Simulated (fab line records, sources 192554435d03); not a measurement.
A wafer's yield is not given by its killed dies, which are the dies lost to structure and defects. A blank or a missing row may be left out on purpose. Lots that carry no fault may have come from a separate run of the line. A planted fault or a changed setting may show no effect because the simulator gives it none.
Split-lot experiment + flow n5-finfet + on a route of 1938 steps: 7 lots, 39 wafers read

== ABOUT THE SPLIT ==
At N5_BEOL_M1_TRENCH_ETCH_37 (etches SiOC in C4F6/O2, target depth 55.207 nm, time 29 s), the setting target-depth-a was moved away from the recipe's 552.07 angstrom on 15 of the 39 wafers read, by -42.9% to +40.3%. This setting was run at the recipe's value on the other wafers.

== FROM THE SPLIT TO THE READING: what the file shows between them, 2 steps ==
- N5_BEOL_M1_ETCH_41: etches SiCN in CH3F/O2, target depth 31.9 nm, time 57.8 s
- N5_BEOL_M1_STRIP_97: strips in N2/H2, time 10 s

== THE READING ==
trench-depth-nm, in nm, at N5_BEOL_M1_OCD_MEAS_38. On this fab line, fault-free wafers typically give 54.8 nm with a standard deviation of 0.97 nm.

| wafer  | tool, chamber at the split | target-depth-a as run, angstrom | against the recipe | trench-depth-nm, nm | against lot-mates on the recipe |
|--------|----------------------------|---------------------------------|--------------------|---------------------|---------------------------------|
| L074.1 | rie-diel-04, 1             | 419.2                           | -24.1%             | 41.4                | -13.3                           |
| L074.2 | rie-diel-04, 2             | 419.2                           | -24.1%             | 42.7                | -12.0                           |
| L074.3 | rie-diel-04, 0             | 419.2                           | -24.1%             | 41.2                | -13.5                           |
| L074.4 | rie-diel-04, 3             | 552.07                          | recipe             | 55.4                | -                               |
| L074.5 | rie-diel-04, 1             | 552.07                          | recipe             | 53.5                | -                               |
| L074.6 | rie-diel-04, 2             | 552.07                          | recipe             | 55.3                | -                               |
| L075.1 | rie-diel-03, 2             | 552.07                          | recipe             | 53.9                | -                               |
| L075.2 | rie-diel-03, 3             | 662.7                           | +20.0%             | 66.2                | +12.3                           |
| L075.3 | rie-diel-03, 0             | 552.07                          | recipe             | 53.7                | -                               |
| L075.4 | rie-diel-03, 1             | 662.7                           | +20.0%             | 64.9                | +11.0                           |
| L075.5 | rie-diel-03, 2             | 552.07                          | recipe             | 54.2                | -                               |
| L075.6 | rie-diel-03, 1             | 662.7                           | +20.0%             | 65.1                | +11.2                           |
| L078.1 | rie-diel-03, 3             | 315.5                           | -42.9%             | 31.2                | -22.6                           |
| L078.2 | rie-diel-03, 1             | 552.07                          | recipe             | 54.1                | -                               |
| L078.3 | rie-diel-03, 0             | 315.5                           | -42.9%             | 31.1                | -22.7                           |
| L078.4 | rie-diel-03, 2             | 552.07                          | recipe             | 53.6                | -                               |
| L078.5 | rie-diel-03, 3             | 315.5                           | -42.9%             | 31.7                | -22.1                           |
| L078.6 | rie-diel-03, 2             | 552.07                          | recipe             | 53.6                | -                               |
| L083.1 | rie-diel-04, 2             | 552.07                          | recipe             | 56.1                | -                               |
| L083.2 | rie-diel-04, 1             | 552.07                          | recipe             | 54.1                | -                               |
| L083.3 | rie-diel-04, 0             | 552.07                          | recipe             | 54.6                | -                               |
| L083.4 | rie-diel-04, 2             | 452.9                           | -18.0%             | 45.6                | -9.3                            |
| L083.5 | rie-diel-04, 0             | 452.9                           | -18.0%             | 44.5                | -10.4                           |
| L083.6 | rie-diel-04, 1             | 452.9                           | -18.0%             | 44.6                | -10.3                           |
| L088.1 | rie-diel-04, 1             | 552.07                          | recipe             | 54.8                | -                               |
| L088.2 | rie-diel-04, 2             | 552.07                          | recipe             | 56.0                | -                               |
| L088.3 | rie-diel-04, 0             | 552.07                          | recipe             | 54.7                | -                               |
| L088.4 | rie-diel-04, 3             | 774.7                           | +40.3%             | 80.7                | +25.5                           |
| L088.5 | rie-diel-04, 1             | 774.7                           | +40.3%             | 75.8                | +20.6                           |
| L088.6 | rie-diel-04, 0             | 774.7                           | +40.3%             | 76.3                | +21.1                           |
| L089.2 | rie-diel-04, 2             | 552.07                          | recipe             | 55.1                | -                               |
| L089.4 | rie-diel-04, 3             | 552.07                          | recipe             | 57.9                | -                               |
| L089.5 | rie-diel-04, 3             | 552.07                          | recipe             | 57.6                | -                               |
| L093.1 | rie-diel-03, 0,1           | 552.07                          | recipe             | 54.4                | -                               |
| L093.2 | rie-diel-03, 0,1           | 552.07                          | recipe             | 54.1                | -                               |
| L093.3 | rie-diel-03, 3             | 552.07                          | recipe             | 55.9                | -                               |
| L093.4 | rie-diel-03, 2             | 552.07                          | recipe             | 54.5                | -                               |
| L093.5 | rie-diel-03, 2             | 552.07                          | recipe             | 54.0                | -                               |
| L093.6 | rie-diel-03, 1             | 552.07                          | recipe             | 54.1                | -                               |
Where a row lists several chambers, the file gives one row for several wafers and doesn't say which wafer went through which chamber.

FIT RESULTS
A straight line over all 39 wafers: trench-depth-nm changes by +0.552 nm for each +1% of target-depth-a; r = +0.99; the points scatter about the line by 1.2 nm.
The same after taking each lot's own level away (the mean of its wafers on the recipe; 39 wafers): +0.544 nm for each +1%; r = +1.00; scatter 0.96 nm.
That fit puts the effect of the largest move of target-depth-a on the reading at 23 nm.
The span of the lots' own levels, 53.77 to 56.87 nm, comes to 3.2 times the standard deviation stated above.
The two slopes are in agreement: the lot-to-lot level therefore moves the slope only a little.
Check: -23.3 nm against its lot-mates is what the line predicts for one of the wafers moved furthest among these (-42.9%) when that wafer is left out of the fit. Against them it came out at -22.6 nm.

== THE WHOLE CHAIN: every reading that the file lists as answering this split, in the file's order ==
| step                      | what it does                                              | reading                                                                          | change (the file's fit)                | r (the file's) |
|---------------------------|-----------------------------------------------------------|----------------------------------------------------------------------------------|----------------------------------------|----------------|
| N5_BEOL_M1_TRENCH_ETCH_37 | etches SiOC in C4F6/O2, target depth 55.207 nm, time 29 s | BEOL_M1.feature-depth-nm (the simulator's own value, which no gauge read)        | +0.55 nm for each +1% of the setting   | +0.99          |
| N5_BEOL_M1_TRENCH_ETCH_37 | etches SiOC in C4F6/O2, target depth 55.207 nm, time 29 s | etch.depth-nm (the simulator's own value, which no gauge read)                   | +0.548 nm for each +1% of the setting  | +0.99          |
| N5_BEOL_M1_TRENCH_ETCH_37 | etches SiOC in C4F6/O2, target depth 55.207 nm, time 29 s | TiN_of_BEOL_M1_HM_DEP_02.thk-nm (the simulator's own value, which no gauge read) | -0.0227 nm for each +1% of the setting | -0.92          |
| N5_BEOL_M1_OCD_MEAS_38    |                                                           | trench-depth-nm                                                                  | +0.543 nm for each +1% of the setting  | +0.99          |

== THE FILE'S OWN FIT ==
trench-depth-nm changes by +0.543 nm for each +1% of target-depth-a, r = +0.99.
